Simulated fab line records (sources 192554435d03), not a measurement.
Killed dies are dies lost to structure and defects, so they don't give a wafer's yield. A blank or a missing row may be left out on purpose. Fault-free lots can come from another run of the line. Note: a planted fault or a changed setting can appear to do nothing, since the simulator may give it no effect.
Which of the tools did it? || flow n5_finfet || 14 lots, 40 wafers sampled, at 4 steps of a route of 1938

WHAT EACH GAUGE READ, for each wafer
The record lacks any reading of a measuring or inspecting step that a usual standard deviation could be used to judge.

WHICH TOOL RAN EACH LOT (tool, then ch and the chambers of the sampled wafers, then the start)
{"lot": "L442", "N5_BEOL_M3_ANNEAL_93": "pvd_sputter-01, day 7 15:44", "N5_BEOL_M4_ILD_DEP_00": "pecvd-02 ch 0,1, day 7 17:13", "N5_BEOL_M4_EXPOSE_08": "euv_scanner-02 ch 0, day 7 18:22", "N5_BEOL_M4_ETCH_64": "rie_diel-05 ch 0,1,3, day 7 18:42"}
{"lot": "L440", "N5_BEOL_M3_ANNEAL_93": "pvd_sputter-02, day 7 17:34", "N5_BEOL_M4_ILD_DEP_00": "pecvd-02 ch 0,2, day 7 19:03", "N5_BEOL_M4_EXPOSE_08": "euv_scanner-01 ch 0, day 7 19:46", "N5_BEOL_M4_ETCH_64": "rie_diel-04 ch 0,1,3, day 7 20:05"}
{"lot": "L441", "N5_BEOL_M3_ANNEAL_93": "pvd_sputter-02, day 7 20:52", "N5_BEOL_M4_ILD_DEP_00": "pecvd-04 ch 0,2, day 7 22:22", "N5_BEOL_M4_EXPOSE_08": "euv_scanner-02 ch 0, day 8 00:56", "N5_BEOL_M4_ETCH_64": "rie_diel-04 ch 0,1, day 8 01:33"}
{"lot": "L444", "N5_BEOL_M3_ANNEAL_93": "pvd_sputter-03, day 8 13:25", "N5_BEOL_M4_ILD_DEP_00": "pecvd-04 ch 0,1, day 8 14:53", "N5_BEOL_M4_EXPOSE_08": "euv_scanner-02 ch 0, day 8 15:48", "N5_BEOL_M4_ETCH_64": "rie_diel-06 ch 1,3, day 8 16:08"}
{"lot": "L445", "N5_BEOL_M3_ANNEAL_93": "pvd_sputter-03, day 9 00:26", "N5_BEOL_M4_ILD_DEP_00": "pecvd-04 ch 1,2, day 9 01:55", "N5_BEOL_M4_EXPOSE_08": "euv_scanner-01 ch 0, day 9 03:23", "N5_BEOL_M4_ETCH_64": "rie_diel-04 ch 0,1,3, day 9 03:46"}
{"lot": "L447", "N5_BEOL_M3_ANNEAL_93": "pvd_sputter-02, day 9 00:35", "N5_BEOL_M4_ILD_DEP_00": "pecvd-02 ch 0,1, day 9 02:03", "N5_BEOL_M4_EXPOSE_08": "euv_scanner-02, day 9 03:34", "N5_BEOL_M4_ETCH_64": "rie_diel-06 ch 2,3, day 9 04:19"}
{"lot": "L446", "N5_BEOL_M3_ANNEAL_93": "pvd_sputter-03, day 9 02:19", "N5_BEOL_M4_ILD_DEP_00": "pecvd-03 ch 0,1,2, day 9 03:47", "N5_BEOL_M4_EXPOSE_08": "euv_scanner-01, day 9 05:01", "N5_BEOL_M4_ETCH_64": "rie_diel-04 ch 0,1,3, day 9 05:41"}
{"lot": "L448", "N5_BEOL_M3_ANNEAL_93": "pvd_sputter-02, day 9 23:50", "N5_BEOL_M4_ILD_DEP_00": "pecvd-03 ch 0,1, day 10 01:19", "N5_BEOL_M4_EXPOSE_08": "euv_scanner-02 ch 0, day 10 01:55", "N5_BEOL_M4_ETCH_64": "rie_diel-04 ch 0,2,3, day 10 02:27"}
{"lot": "L456", "N5_BEOL_M3_ANNEAL_93": "pvd_sputter-02, day 11 03:51", "N5_BEOL_M4_ILD_DEP_00": "pecvd-02 ch 1,2, day 11 05:29", "N5_BEOL_M4_EXPOSE_08": "euv_scanner-01 ch 0, day 11 06:51", "N5_BEOL_M4_ETCH_64": "rie_diel-04 ch 0,1,3, day 11 07:20"}
{"lot": "L457", "N5_BEOL_M3_ANNEAL_93": "pvd_sputter-03, day 11 09:04", "N5_BEOL_M4_ILD_DEP_00": "pecvd-02 ch 0,1, day 11 10:35", "N5_BEOL_M4_EXPOSE_08": "euv_scanner-01 ch 0, day 11 11:02", "N5_BEOL_M4_ETCH_64": "rie_diel-05 ch 0,1,2, day 11 11:22"}
{"lot": "L459", "N5_BEOL_M3_ANNEAL_93": "pvd_sputter-03, day 12 07:28", "N5_BEOL_M4_ILD_DEP_00": "pecvd-03 ch 0,2, day 12 08:58", "N5_BEOL_M4_EXPOSE_08": "euv_scanner-02 ch 0, day 12 10:17", "N5_BEOL_M4_ETCH_64": "rie_diel-06 ch 1,2, day 12 10:52"}
{"lot": "L458", "N5_BEOL_M3_ANNEAL_93": "pvd_sputter-01, day 12 09:45", "N5_BEOL_M4_ILD_DEP_00": "pecvd-03 ch 0,2, day 12 11:29", "N5_BEOL_M4_EXPOSE_08": "euv_scanner-01 ch 0, day 12 12:08", "N5_BEOL_M4_ETCH_64": "rie_diel-05 ch 0,1,2, day 12 12:28"}
{"lot": "L460", "N5_BEOL_M3_ANNEAL_93": "pvd_sputter-02, day 12 20:05", "N5_BEOL_M4_ILD_DEP_00": "pecvd-02 ch 0,1, day 12 21:41", "N5_BEOL_M4_EXPOSE_08": "euv_scanner-02 ch 0, day 12 22:55", "N5_BEOL_M4_ETCH_64": "rie_diel-05 ch 0,1, day 12 23:20"}
{"lot": "L463", "N5_BEOL_M3_ANNEAL_93": "pvd_sputter-02, day 12 22:24", "N5_BEOL_M4_ILD_DEP_00": "pecvd-02 ch 0,2, day 12 23:58", "N5_BEOL_M4_EXPOSE_08": "euv_scanner-02 ch 0, day 13 01:03", "N5_BEOL_M4_ETCH_64": "rie_diel-06 ch 2,3, day 13 01:26"}
- N5_BEOL_M3_ANNEAL_93: time 240 s.
- N5_BEOL_M4_ILD_DEP_00: deposits SiOC from DEMS/O2, target thk 79 nm, time 15.3 s.
- N5_BEOL_M4_EXPOSE_08: exposes mask M4.
- N5_BEOL_M4_ETCH_64: etches SOC in N2/H2, target depth 75 nm, overetch 22.5 nm, time 121.9 s.

WHAT THE TOOLS THEMSELVES READ (means of the sampled wafers that have a number; where no wafer has one, the mark that the record gives instead)
N5_BEOL_M3_ANNEAL_93. Usual: 854 W for heater_power_w, sd 130.
{"lot": "L442", "tool": "pvd_sputter-01", "heater_power_w (W)": 800, "flag": ""}
{"lot": "L440", "tool": "pvd_sputter-02", "heater_power_w (W)": 782, "flag": ""}
{"lot": "L441", "tool": "pvd_sputter-02", "heater_power_w (W)": 663, "flag": ""}
{"lot": "L444", "tool": "pvd_sputter-03", "heater_power_w (W)": 834, "flag": ""}
{"lot": "L445", "tool": "pvd_sputter-03", "heater_power_w (W)": 931, "flag": ""}
{"lot": "L447", "tool": "pvd_sputter-02", "heater_power_w (W)": 786, "flag": ""}
{"lot": "L446", "tool": "pvd_sputter-03", "heater_power_w (W)": 788, "flag": ""}
{"lot": "L448", "tool": "pvd_sputter-02", "heater_power_w (W)": 778, "flag": ""}
{"lot": "L456", "tool": "pvd_sputter-02", "heater_power_w (W)": 817, "flag": ""}
{"lot": "L457", "tool": "pvd_sputter-03", "heater_power_w (W)": 866, "flag": ""}
{"lot": "L459", "tool": "pvd_sputter-03", "heater_power_w (W)": 884, "flag": ""}
{"lot": "L458", "tool": "pvd_sputter-01", "heater_power_w (W)": 804, "flag": ""}
{"lot": "L460", "tool": "pvd_sputter-02", "heater_power_w (W)": 880, "flag": ""}
{"lot": "L463", "tool": "pvd_sputter-02", "heater_power_w (W)": 920, "flag": ""}

N5_BEOL_M4_ILD_DEP_00. Usual: heater_power_outer_w 219 W, standard deviation 34; heater_power_w 430 W, standard deviation 62; showerhead_plenum_p_Torr 5.694 Torr, standard deviation 0.016; throttle_valve_pct 12.1 %, standard deviation 0.48.
{"lot": "L442", "tool": "pecvd-02", "heater_power_outer_w (W)": 223, "heater_power_w (W)": 414, "showerhead_plenum_p_Torr (Torr)": 5.686, "throttle_valve_pct (%)": 12.5, "flag": ""}
{"lot": "L440", "tool": "pecvd-02", "heater_power_outer_w (W)": 254, "heater_power_w (W)": 478, "showerhead_plenum_p_Torr (Torr)": 5.684, "throttle_valve_pct (%)": 11.8, "flag": ""}
{"lot": "L441", "tool": "pecvd-04", "heater_power_outer_w (W)": 178, "heater_power_w (W)": 388, "showerhead_plenum_p_Torr (Torr)": 5.705, "throttle_valve_pct (%)": 12.4, "flag": ""}
{"lot": "L444", "tool": "pecvd-04", "heater_power_outer_w (W)": 227, "heater_power_w (W)": 432, "showerhead_plenum_p_Torr (Torr)": 5.696, "throttle_valve_pct (%)": 12.8, "flag": ""}
{"lot": "L445", "tool": "pecvd-04", "heater_power_outer_w (W)": 202, "heater_power_w (W)": 416, "showerhead_plenum_p_Torr (Torr)": 5.696, "throttle_valve_pct (%)": 12.4, "flag": ""}
{"lot": "L447", "tool": "pecvd-02", "heater_power_outer_w (W)": 226, "heater_power_w (W)": 419, "showerhead_plenum_p_Torr (Torr)": 5.697, "throttle_valve_pct (%)": 12.5, "flag": ""}
{"lot": "L446", "tool": "pecvd-03", "heater_power_outer_w (W)": 208, "heater_power_w (W)": 413, "showerhead_plenum_p_Torr (Torr)": 5.696, "throttle_valve_pct (%)": 12.2, "flag": ""}
{"lot": "L448", "tool": "pecvd-03", "heater_power_outer_w (W)": 181, "heater_power_w (W)": 359, "showerhead_plenum_p_Torr (Torr)": 5.690, "throttle_valve_pct (%)": 11.9, "flag": ""}
{"lot": "L456", "tool": "pecvd-02", "heater_power_outer_w (W)": 234, "heater_power_w (W)": 469, "showerhead_plenum_p_Torr (Torr)": 5.696, "throttle_valve_pct (%)": 11.9, "flag": ""}
{"lot": "L457", "tool": "pecvd-02", "heater_power_outer_w (W)": 235, "heater_power_w (W)": 440, "showerhead_plenum_p_Torr (Torr)": 5.692, "throttle_valve_pct (%)": 12.5, "flag": ""}
{"lot": "L459", "tool": "pecvd-03", "heater_power_outer_w (W)": 244, "heater_power_w (W)": 483, "showerhead_plenum_p_Torr (Torr)": 5.692, "throttle_valve_pct (%)": 11.6, "flag": ""}
{"lot": "L458", "tool": "pecvd-03", "heater_power_outer_w (W)": 229, "heater_power_w (W)": 466, "showerhead_plenum_p_Torr (Torr)": 5.685, "throttle_valve_pct (%)": 11.6, "flag": ""}
{"lot": "L460", "tool": "pecvd-02", "heater_power_outer_w (W)": 240, "heater_power_w (W)": 441, "showerhead_plenum_p_Torr (Torr)": 5.696, "throttle_valve_pct (%)": 12.6, "flag": ""}
{"lot": "L463", "tool": "pecvd-02", "heater_power_outer_w (W)": 226, "heater_power_w (W)": 436, "showerhead_plenum_p_Torr (Torr)": 5.667, "throttle_valve_pct (%)": 12.1, "flag": ""}

N5_BEOL_M4_EXPOSE_08. Usual: exposure_dose_mJ_cm2 41.16, standard deviation 0.068; focus_offset_nm 0.0 nm, standard deviation 0.53.
{"lot": "L442", "tool": "euv_scanner-02", "exposure_dose_mJ_cm2": 41.13, "focus_offset_nm (nm)": -0.3, "flag": ""}
{"lot": "L440", "tool": "euv_scanner-01", "exposure_dose_mJ_cm2": 41.21, "focus_offset_nm (nm)": 0.2, "flag": ""}
{"lot": "L441", "tool": "euv_scanner-02", "exposure_dose_mJ_cm2": 41.12, "focus_offset_nm (nm)": 0.5, "flag": ""}
{"lot": "L444", "tool": "euv_scanner-02", "exposure_dose_mJ_cm2": 41.14, "focus_offset_nm (nm)": 0.1, "flag": ""}
{"lot": "L445", "tool": "euv_scanner-01", "exposure_dose_mJ_cm2": 41.29, "focus_offset_nm (nm)": -0.2, "flag": ""}
{"lot": "L447", "tool": "euv_scanner-02", "exposure_dose_mJ_cm2": "-", "focus_offset_nm (nm)": "-", "flag": "OFF"}
{"lot": "L446", "tool": "euv_scanner-01", "exposure_dose_mJ_cm2": "-", "focus_offset_nm (nm)": "-", "flag": "OFF"}
{"lot": "L448", "tool": "euv_scanner-02", "exposure_dose_mJ_cm2": 41.16, "focus_offset_nm (nm)": -0.3, "flag": ""}
{"lot": "L456", "tool": "euv_scanner-01", "exposure_dose_mJ_cm2": 41.26, "focus_offset_nm (nm)": 0.4, "flag": ""}
{"lot": "L457", "tool": "euv_scanner-01", "exposure_dose_mJ_cm2": 41.19, "focus_offset_nm (nm)": -0.9, "flag": ""}
{"lot": "L459", "tool": "euv_scanner-02", "exposure_dose_mJ_cm2": 41.12, "focus_offset_nm (nm)": -0.1, "flag": ""}
{"lot": "L458", "tool": "euv_scanner-01", "exposure_dose_mJ_cm2": 41.21, "focus_offset_nm (nm)": 0.2, "flag": ""}
{"lot": "L460", "tool": "euv_scanner-02", "exposure_dose_mJ_cm2": 41.05, "focus_offset_nm (nm)": 0.5, "flag": ""}
{"lot": "L463", "tool": "euv_scanner-02", "exposure_dose_mJ_cm2": 41.06, "focus_offset_nm (nm)": 0.6, "flag": ""}

N5_BEOL_M4_ETCH_64. Usual: drypump_motor_current_A 5.6 A, standard deviation 0.61; oes_product_au 0.61 a.u., standard deviation 0.068; rf_vpp_V 524.8 V, standard deviation 2.4; showerhead_plenum_p_Torr 2.58 Torr, standard deviation 0.09; temp_c 40.00 C, standard deviation 0.12; throttle_valve_pct 17.86 %, standard deviation 0.23.
{"lot": "L442", "tool": "rie_diel-05", "drypump_motor_current_A (A)": 5.5, "oes_product_au (a.u.)": 0.59, "rf_vpp_V (V)": 522.6, "showerhead_plenum_p_Torr (Torr)": 2.47, "temp_c (C)": 39.97, "throttle_valve_pct (%)": 18.01, "flag": ""}
{"lot": "L440", "tool": "rie_diel-04", "drypump_motor_current_A (A)": 6.3, "oes_product_au (a.u.)": 0.56, "rf_vpp_V (V)": 524.6, "showerhead_plenum_p_Torr (Torr)": 2.56, "temp_c (C)": 40.05, "throttle_valve_pct (%)": 18.11, "flag": ""}
{"lot": "L441", "tool": "rie_diel-04", "drypump_motor_current_A (A)": 6.4, "oes_product_au (a.u.)": 0.56, "rf_vpp_V (V)": 525.8, "showerhead_plenum_p_Torr (Torr)": 2.63, "temp_c (C)": 39.89, "throttle_valve_pct (%)": 18.02, "flag": ""}
{"lot": "L444", "tool": "rie_diel-06", "drypump_motor_current_A (A)": 5.3, "oes_product_au (a.u.)": 0.57, "rf_vpp_V (V)": 523.6, "showerhead_plenum_p_Torr (Torr)": 2.54, "temp_c (C)": 39.82, "throttle_valve_pct (%)": 17.82, "flag": ""}
{"lot": "L445", "tool": "rie_diel-04", "drypump_motor_current_A (A)": 6.2, "oes_product_au (a.u.)": 0.55, "rf_vpp_V (V)": 524.2, "showerhead_plenum_p_Torr (Torr)": 2.56, "temp_c (C)": 40.02, "throttle_valve_pct (%)": 18.13, "flag": ""}
{"lot": "L447", "tool": "rie_diel-06", "drypump_motor_current_A (A)": 5.4, "oes_product_au (a.u.)": 0.60, "rf_vpp_V (V)": 525.8, "showerhead_plenum_p_Torr (Torr)": 2.65, "temp_c (C)": 39.99, "throttle_valve_pct (%)": 17.71, "flag": ""}
{"lot": "L446", "tool": "rie_diel-04", "drypump_motor_current_A (A)": 6.3, "oes_product_au (a.u.)": 0.56, "rf_vpp_V (V)": 523.9, "showerhead_plenum_p_Torr (Torr)": 2.56, "temp_c (C)": 39.94, "throttle_valve_pct (%)": 18.14, "flag": ""}
{"lot": "L448", "tool": "rie_diel-04", "drypump_motor_current_A (A)": 6.2, "oes_product_au (a.u.)": 0.61, "rf_vpp_V (V)": 523.4, "showerhead_plenum_p_Torr (Torr)": 2.52, "temp_c (C)": 40.04, "throttle_valve_pct (%)": 17.89, "flag": ""}
{"lot": "L456", "tool": "rie_diel-04", "drypump_motor_current_A (A)": 6.3, "oes_product_au (a.u.)": 0.62, "rf_vpp_V (V)": 524.3, "showerhead_plenum_p_Torr (Torr)": 2.55, "temp_c (C)": 40.02, "throttle_valve_pct (%)": 17.99, "flag": ""}
{"lot": "L457", "tool": "rie_diel-05", "drypump_motor_current_A (A)": 5.2, "oes_product_au (a.u.)": 0.67, "rf_vpp_V (V)": 527.0, "showerhead_plenum_p_Torr (Torr)": 2.66, "temp_c (C)": 39.99, "throttle_valve_pct (%)": 17.71, "flag": ""}
{"lot": "L459", "tool": "rie_diel-06", "drypump_motor_current_A (A)": 5.0, "oes_product_au (a.u.)": 0.56, "rf_vpp_V (V)": 525.7, "showerhead_plenum_p_Torr (Torr)": 2.61, "temp_c (C)": 39.94, "throttle_valve_pct (%)": 17.79, "flag": ""}
{"lot": "L458", "tool": "rie_diel-05", "drypump_motor_current_A (A)": 5.1, "oes_product_au (a.u.)": 0.66, "rf_vpp_V (V)": 526.4, "showerhead_plenum_p_Torr (Torr)": 2.66, "temp_c (C)": 39.91, "throttle_valve_pct (%)": 17.72, "flag": ""}
{"lot": "L460", "tool": "rie_diel-05", "drypump_motor_current_A (A)": 5.1, "oes_product_au (a.u.)": 0.67, "rf_vpp_V (V)": 527.9, "showerhead_plenum_p_Torr (Torr)": 2.70, "temp_c (C)": 39.87, "throttle_valve_pct (%)": 17.91, "flag": ""}
{"lot": "L463", "tool": "rie_diel-06", "drypump_motor_current_A (A)": 5.4, "oes_product_au (a.u.)": 0.57, "rf_vpp_V (V)": 525.6, "showerhead_plenum_p_Torr (Torr)": 2.61, "temp_c (C)": 39.96, "throttle_valve_pct (%)": 17.78, "flag": ""}

THE ANSWER, worked out from the rows above alone
Rule: take the mean of a lot's wafers that have a number; if it is more than 3 standard deviations from the usual mean, the lot is off. A lot without any number at a reading at which 4 lots or more have one is off too. Any other lot the step has rows for is counted as sound. Order of review: gauges by route order, followed by the tools' own readings, for which a lot's mean as printed above is used. At the first step where some lot is off, the reading lying furthest off is the one used; lots without a number count as furthest.
Off at N5_BEOL_M4_EXPOSE_08 (exposure_dose_mJ_cm2): L447, L446. Without a number there: L447, L446.
A tool fits if, at that step or a process step before it, it ran every lot that is off, and no sound lot after the first of them. Of those tried, none fits.

WHAT WAS PUT IN BY THE SIMULATOR
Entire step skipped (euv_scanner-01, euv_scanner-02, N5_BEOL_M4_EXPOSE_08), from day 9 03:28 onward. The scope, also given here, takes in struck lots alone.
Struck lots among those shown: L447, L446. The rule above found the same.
